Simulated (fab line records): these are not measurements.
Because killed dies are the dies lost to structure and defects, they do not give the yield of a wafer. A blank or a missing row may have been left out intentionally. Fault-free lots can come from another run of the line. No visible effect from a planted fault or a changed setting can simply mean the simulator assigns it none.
Check of tool commonality || flow n5_finfet || 27 wafers sampled across 9 lots

== THE REASON FOR OPENING IT ==
At N5_MOL_CONTACT_COAG_INSPECT_42 the reading raw_defect_count is flagged on 3 of 9 lots. Wafers without a fault read 188, standard deviation 48.
Rule: a lot is flagged when every wafer of it that has a number lies more than 4 standard deviations from that mean, or none has a number. As for the other lots, they are considered sound.

{"lot": "L126", "measured": "day 5 04:05", "on": "defect_inspect-01", "raw_defect_count, wafer by wafer": "250 181 292", "flag": ""}
{"lot": "L128", "measured": "day 5 17:40", "on": "defect_inspect-01", "raw_defect_count, wafer by wafer": "234 148 130", "flag": ""}
{"lot": "L131", "measured": "day 6 09:13", "on": "defect_inspect-02", "raw_defect_count, wafer by wafer": "1487 1537 1586", "flag": "FLAGGED"}
{"lot": "L132", "measured": "day 6 15:31", "on": "defect_inspect-01", "raw_defect_count, wafer by wafer": "1571 1634 1627", "flag": "FLAGGED"}
{"lot": "L135", "measured": "day 7 09:31", "on": "defect_inspect-02", "raw_defect_count, wafer by wafer": "1633 1577 1659", "flag": "FLAGGED"}
{"lot": "L142", "measured": "day 9 04:05", "on": "defect_inspect-02", "raw_defect_count, wafer by wafer": "246 204 210", "flag": ""}
{"lot": "L143", "measured": "day 9 07:22", "on": "defect_inspect-02", "raw_defect_count, wafer by wafer": "187 194 276", "flag": ""}
{"lot": "L144", "measured": "day 9 14:44", "on": "defect_inspect-02", "raw_defect_count, wafer by wafer": "294 180 207", "flag": ""}
{"lot": "L145", "measured": "day 9 20:31", "on": "defect_inspect-02", "raw_defect_count, wafer by wafer": "236 158 175", "flag": ""}
The numbers of the flagged lots are 1590 on average: +1402 against the usual, or +29 standard deviations.

== WHICH TOOL RAN EACH LOT ==
The record holds 2 process steps before the reading, out of a route of 1938 steps. Read each cell as the tool, then ch plus the chambers that the sampled wafers visited, then the start.
{"lot": "L126", "flag": "", "N5_MOL_CONTACT_COAG_ETCH_89": "rie_diel-01 ch 0,1,2, day 5 02:53", "N5_MOL_CONTACT_COAG_ETCHBACK_132": "rie_diel-01 ch 1,3, day 5 03:11"}
{"lot": "L128", "flag": "", "N5_MOL_CONTACT_COAG_ETCH_89": "rie_diel-01 ch 1,2, day 5 16:26", "N5_MOL_CONTACT_COAG_ETCHBACK_132": "rie_diel-01 ch 0,1,2, day 5 16:46"}
{"lot": "L131", "flag": "FLAGGED", "N5_MOL_CONTACT_COAG_ETCH_89": "rie_diel-01 ch 0,1, day 6 08:02", "N5_MOL_CONTACT_COAG_ETCHBACK_132": "rie_diel-01 ch 0,1,2, day 6 08:19"}
{"lot": "L132", "flag": "FLAGGED", "N5_MOL_CONTACT_COAG_ETCH_89": "rie_diel-01 ch 1,2, day 6 14:12", "N5_MOL_CONTACT_COAG_ETCHBACK_132": "rie_diel-01 ch 1,2, day 6 14:29"}
{"lot": "L135", "flag": "FLAGGED", "N5_MOL_CONTACT_COAG_ETCH_89": "rie_diel-01 ch 0,1,2, day 7 07:56", "N5_MOL_CONTACT_COAG_ETCHBACK_132": "rie_diel-02 ch 0,1,2, day 7 08:29"}
{"lot": "L142", "flag": "", "N5_MOL_CONTACT_COAG_ETCH_89": "rie_diel-02 ch 1,2,3, day 9 02:45", "N5_MOL_CONTACT_COAG_ETCHBACK_132": "rie_diel-01 ch 0,1,3, day 9 03:04"}
{"lot": "L143", "flag": "", "N5_MOL_CONTACT_COAG_ETCH_89": "rie_diel-06 ch 0,2,3, day 9 06:11", "N5_MOL_CONTACT_COAG_ETCHBACK_132": "rie_diel-06 ch 1,2,3, day 9 06:27"}
{"lot": "L144", "flag": "", "N5_MOL_CONTACT_COAG_ETCH_89": "rie_diel-02 ch 1,3, day 9 13:32", "N5_MOL_CONTACT_COAG_ETCHBACK_132": "rie_diel-06 ch 2,3, day 9 13:50"}
{"lot": "L145", "flag": "", "N5_MOL_CONTACT_COAG_ETCH_89": "rie_diel-06 ch 0,1,3, day 9 19:09", "N5_MOL_CONTACT_COAG_ETCHBACK_132": "rie_diel-01 ch 0,1,3, day 9 19:36"}
What these steps do:
- N5_MOL_CONTACT_COAG_ETCH_89: etches underlayer in N2/H2, target depth 13 nm, time 10.4 s.
- N5_MOL_CONTACT_COAG_ETCHBACK_132: etches SiO2 in CHF3, target depth 10 nm, time 6.7 s.
- N5_MOL_CONTACT_COAG_INSPECT_42: inspects for defects (brightfield).

== FLAGGED OVER TOTAL, TOOL BY TOOL (the gauges that took the reading come last) ==
{"step": "N5_MOL_CONTACT_COAG_ETCH_89", "tool": "rie_diel-01", "lots run": 5, "flagged": 3, "share of the flagged lots": "all", "sound lots run after its first flagged lot": 0}
{"step": "N5_MOL_CONTACT_COAG_ETCH_89", "tool": "rie_diel-02", "lots run": 2, "flagged": 0, "share of the flagged lots": "none", "sound lots run after its first flagged lot": "-"}
{"step": "N5_MOL_CONTACT_COAG_ETCH_89", "tool": "rie_diel-06", "lots run": 2, "flagged": 0, "share of the flagged lots": "none", "sound lots run after its first flagged lot": "-"}
{"step": "N5_MOL_CONTACT_COAG_ETCHBACK_132", "tool": "rie_diel-01", "lots run": 6, "flagged": 2, "share of the flagged lots": "some", "sound lots run after its first flagged lot": "2 (L142,L145)"}
{"step": "N5_MOL_CONTACT_COAG_ETCHBACK_132", "tool": "rie_diel-02", "lots run": 1, "flagged": 1, "share of the flagged lots": "some", "sound lots run after its first flagged lot": 0}
{"step": "N5_MOL_CONTACT_COAG_ETCHBACK_132", "tool": "rie_diel-06", "lots run": 2, "flagged": 0, "share of the flagged lots": "none", "sound lots run after its first flagged lot": "-"}
{"step": "N5_MOL_CONTACT_COAG_INSPECT_42", "tool": "defect_inspect-01", "lots run": 3, "flagged": 1, "share of the flagged lots": "some", "sound lots run after its first flagged lot": 0}
{"step": "N5_MOL_CONTACT_COAG_INSPECT_42", "tool": "defect_inspect-02", "lots run": 6, "flagged": 2, "share of the flagged lots": "some", "sound lots run after its first flagged lot": "4 (L142,L143,L144,L145)"}

== THE TABLE: WHAT IT ALLOWS ==
1 row of the table ran every flagged lot: rie_diel-01 at N5_MOL_CONTACT_COAG_ETCH_89.
- rie_diel-01 at N5_MOL_CONTACT_COAG_ETCH_89: 3 of its 5 lots flagged. Last sound lot L128 at day 5 16:26, first flagged lot L131 at day 6 08:02; a fault beginning in between fits.
What remains is a single tool, rie_diel-01 at N5_MOL_CONTACT_COAG_ETCH_89.

== WHAT HAD BEEN PUT IN BY THE SIMULATOR ==
Chamber particle source: rie_diel-01, from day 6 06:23 on, at N5_MOL_CONTACT_COAG_ETCH_89. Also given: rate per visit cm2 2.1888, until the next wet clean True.
Struck lots among those shown: L131, L132, L135. The rule above found the same.
